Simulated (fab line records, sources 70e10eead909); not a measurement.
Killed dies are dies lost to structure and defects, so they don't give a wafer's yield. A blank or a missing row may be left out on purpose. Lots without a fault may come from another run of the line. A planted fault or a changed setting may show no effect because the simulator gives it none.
Which tool did it? | flow nand_harc | 13 lots, 39 wafers sampled, at 5 steps of a route of 1302

WHAT THE GAUGES READ, wafer by wafer
NHARC_A_BONDPAD_THK_MEAS_20: measures by xrf. Usual: thk_nm 169.9 nm, standard deviation 1.2.
lot  | measured     | on            | thk_nm (nm)       | flag
L596 | day 23 07:29 | film_metro-02 | 170.7 169.6 170.5 |
L598 | day 23 15:41 | film_metro-02 | 168.0 168.4 170.2 |
L604 | day 26 01:39 | film_metro-01 | 170.4 167.1 170.8 |
L605 | day 26 17:02 | film_metro-02 | 169.8 168.0 170.6 |
L609 | day 28 15:05 | film_metro-02 | 167.8 169.5 168.7 |
L610 | day 29 04:30 | film_metro-01 | 168.4 167.8 170.1 |
L611 | day 29 00:54 | film_metro-02 | 172.4 170.1 172.2 |
L612 | day 30 01:08 | film_metro-01 | 169.4 170.1 168.5 |
L613 | day 30 16:31 | film_metro-02 | 170.6 171.5 168.6 |
L614 | day 30 20:08 | film_metro-01 | 171.1 170.9 171.5 |
L615 | day 30 17:41 | film_metro-02 | 168.7 171.4 168.9 |
L616 | day 31 14:40 | film_metro-01 | 168.2 169.8 170.3 |
L617 | day 32 04:35 | film_metro-02 | 171.2 168.9 168.2 |

NHARC_END_SORT_01. Usual: defect_limited_yield 91.7 %, standard deviation 2.8; killed_at_array 52, standard deviation 19; killed_at_other 0.8, standard deviation 1; killed_at_periphery 3.7, standard deviation 2.5; killed_dies 56, standard deviation 19; killed_open 3.5, standard deviation 2; killed_short 2.2, standard deviation 1.4; sort_bin_2_pct 2.9 %, standard deviation 1.2; sort_bin_3_pct 0.6 %, standard deviation 0.36; sort_bin_4_pct 4.8 %, standard deviation 1.6; sort_n_pass 621, standard deviation 19; sort_rim_yield_pct 92 %, standard deviation 3.9; sort_yield_pct 91.7 %, standard deviation 2.8.
lot  | measured     | on        | defect_limited_yield (%) | killed_at_array | killed_at_other | killed_at_periphery | killed_dies | killed_open | killed_short | sort_bin_2_pct (%) | sort_bin_3_pct (%) | sort_bin_4_pct (%) | sort_n_pass | sort_rim_yield_pct (%) | sort_yield_pct (%) | flag
L604 | day 27 06:38 | prober-02 | 93.1 93.1 26.0           | 43 43 35        | 1 0 1           | 3 4 465             | 47 47 501   | 6 5 2       | 2 4 1        | 2.8 2.8 29.1       | 0.1 0.1 5.6        | 4.0 4.0 39.3       | 630 630 176 | 89 92 29               | 93.1 93.1 26.0     | OFF
L605 | day 27 20:29 | prober-02 | 95.1 25.0 24.4           | 31 19 15        | 0 0 0           | 2 489 497           | 33 508 512  | 5 0 2       | 1 1 1        | 1.0 30.1 28.4      | 0.3 6.8 8.4        | 3.5 38.1 38.8      | 644 169 165 | 96 32 26               | 95.1 25.0 24.4     | OFF
L610 | day 30 09:26 | prober-01 | 94.2 96.0 94.2           | 35 25 36        | 0 0 0           | 4 2 3               | 39 27 39    | 6 1 5       | 3 3 2        | 1.9 1.6 2.2        | 0.4 0.6 0.1        | 3.4 1.8 3.4        | 638 650 638 | 89 92 90               | 94.2 96.0 94.2     |

WHICH TOOL RAN EACH LOT (tool, then ch and the chambers of the sampled wafers, then the start)
lot  | NHARC_P_M0_ECD_22              | NHARC_A_BONDPAD_ANNEAL_28        | NHARC_THIN_TSV_PVD_51
L596 | ecd_cu-02 ch 0,1, day 6 02:59  | rtp_anneal-02 ch 0, day 23 06:58 | pvd_sputter-01, no start
L598 | ecd_cu-01 ch 0,1, day 6 18:55  | rtp_anneal-01 ch 0, day 23 15:04 | pvd_sputter-03, no start
L604 | ecd_cu-01 ch 0,1, day 9 06:54  | rtp_anneal-02 ch 0, day 26 00:59 | pvd_sputter-01, day 27 06:38 or earlier
L605 | ecd_cu-01 ch 0,1, day 9 21:26  | rtp_anneal-01 ch 0, day 26 16:22 | pvd_sputter-03, day 27 20:29 or earlier
L609 | ecd_cu-02 ch 0,1, day 11 13:38 | rtp_anneal-01 ch 0, day 28 14:28 | pvd_sputter-01, no start
L610 | ecd_cu-02 ch 0,1, day 12 07:38 | rtp_anneal-02 ch 0, day 29 03:53 | pvd_sputter-02, day 30 09:26 or earlier
L611 | ecd_cu-01 ch 0,1, day 12 08:22 | rtp_anneal-01 ch 0, day 29 00:17 | pvd_sputter-01, no start
L612 | ecd_cu-01 ch 0,1, day 12 21:16 | rtp_anneal-01 ch 0, day 30 00:35 | pvd_sputter-03, no start
L613 | ecd_cu-01 ch 0,1, day 13 10:43 | rtp_anneal-02 ch 0, day 30 15:57 | pvd_sputter-02, no start
L614 | ecd_cu-01 ch 0, day 13 12:01   | rtp_anneal-01 ch 0, day 30 19:32 | pvd_sputter-03, no start
L615 | ecd_cu-01 ch 0,1, day 13 20:34 | rtp_anneal-02 ch 0, day 30 17:04 | pvd_sputter-01, no start
L616 | ecd_cu-01 ch 0,1, day 14 10:58 | rtp_anneal-01 ch 0, day 31 14:04 | pvd_sputter-01, no start
L617 | ecd_cu-01 ch 0,1, day 14 22:37 | rtp_anneal-01 ch 0, day 32 03:58 | pvd_sputter-02, no start
- NHARC_P_M0_ECD_22: material Cu, target thk 400 nm.
- NHARC_A_BONDPAD_ANNEAL_28: time 90 s.
- NHARC_THIN_TSV_PVD_51: deposits Cu, target thk 100 nm.

WHAT THE TOOLS THEMSELVES READ (means of the sampled wafers that have a number; where no wafer has one, the mark that the record gives instead)
NHARC_A_BONDPAD_ANNEAL_28. Usual: wafer_temp_C_max 226.7, standard deviation 0.41.
lot  | tool          | wafer_temp_C_max | flag
L596 | rtp_anneal-02 | 226.2            |
L598 | rtp_anneal-01 | 227.3            |
L604 | rtp_anneal-02 | 226.6            |
L605 | rtp_anneal-01 | 226.6            |
L609 | rtp_anneal-01 | 227.0            |
L610 | rtp_anneal-02 | 225.8            |
L611 | rtp_anneal-01 | 227.1            |
L612 | rtp_anneal-01 | 227.0            |
L613 | rtp_anneal-02 | 226.8            |
L614 | rtp_anneal-01 | 227.1            |
L615 | rtp_anneal-02 | 226.5            |
L616 | rtp_anneal-01 | 227.2            |
L617 | rtp_anneal-01 | 226.8            |

NHARC_THIN_TSV_PVD_51. Usual: throttle_valve_pct 30.3 %, standard deviation 0.93.
lot  | tool           | throttle_valve_pct (%) | flag
L596 | pvd_sputter-01 | 30.7                   |
L598 | pvd_sputter-03 | 29.9                   |
L604 | pvd_sputter-01 | 30.8                   |
L605 | pvd_sputter-03 | 31.0                   |
L609 | pvd_sputter-01 | 31.4                   |
L610 | pvd_sputter-02 | 30.2                   |
L611 | pvd_sputter-01 | 30.6                   |
L612 | pvd_sputter-03 | 31.2                   |
L613 | pvd_sputter-02 | 29.5                   |
L614 | pvd_sputter-03 | 30.1                   |
L615 | pvd_sputter-01 | 30.5                   |
L616 | pvd_sputter-01 | 30.8                   |
L617 | pvd_sputter-02 | 29.6                   |

THE ANSWER, worked out from the rows above alone
Rule: a lot is off if the mean of its wafers that have a number lies more than 3 standard deviations from the usual mean. A lot without any number at a reading at which 4 lots or more have one is off too. The other lots that the step has rows for count as sound. The gauges are gone through in route order, then the tools' own readings, and for those a lot's mean is taken as printed above. The first step at which some lot is off is used, and at that step the reading that is off furthest; a lot without a number counts as furthest.
Off: L604, L605, at NHARC_END_SORT_01 (killed_at_periphery). Neither off nor sound, because the step has no rows for them: L596, L598, L609, L611, L612, L613, L614, L615, L616, L617.
A tool fits if, at a process step before that reading, it ran every lot that is off, and no sound lot after the first of them. The gauges at NHARC_END_SORT_01 are tried like those tools. NHARC_THIN_TSV_PVD_51 gives no start for some lots, so the hours and the order of its lots are those of NHARC_END_SORT_01. Can't be told from this: 2 tools fit, ecd_cu-01 at NHARC_P_M0_ECD_22, prober-02 at NHARC_END_SORT_01.

WHAT THE SIMULATOR HAD PUT IN
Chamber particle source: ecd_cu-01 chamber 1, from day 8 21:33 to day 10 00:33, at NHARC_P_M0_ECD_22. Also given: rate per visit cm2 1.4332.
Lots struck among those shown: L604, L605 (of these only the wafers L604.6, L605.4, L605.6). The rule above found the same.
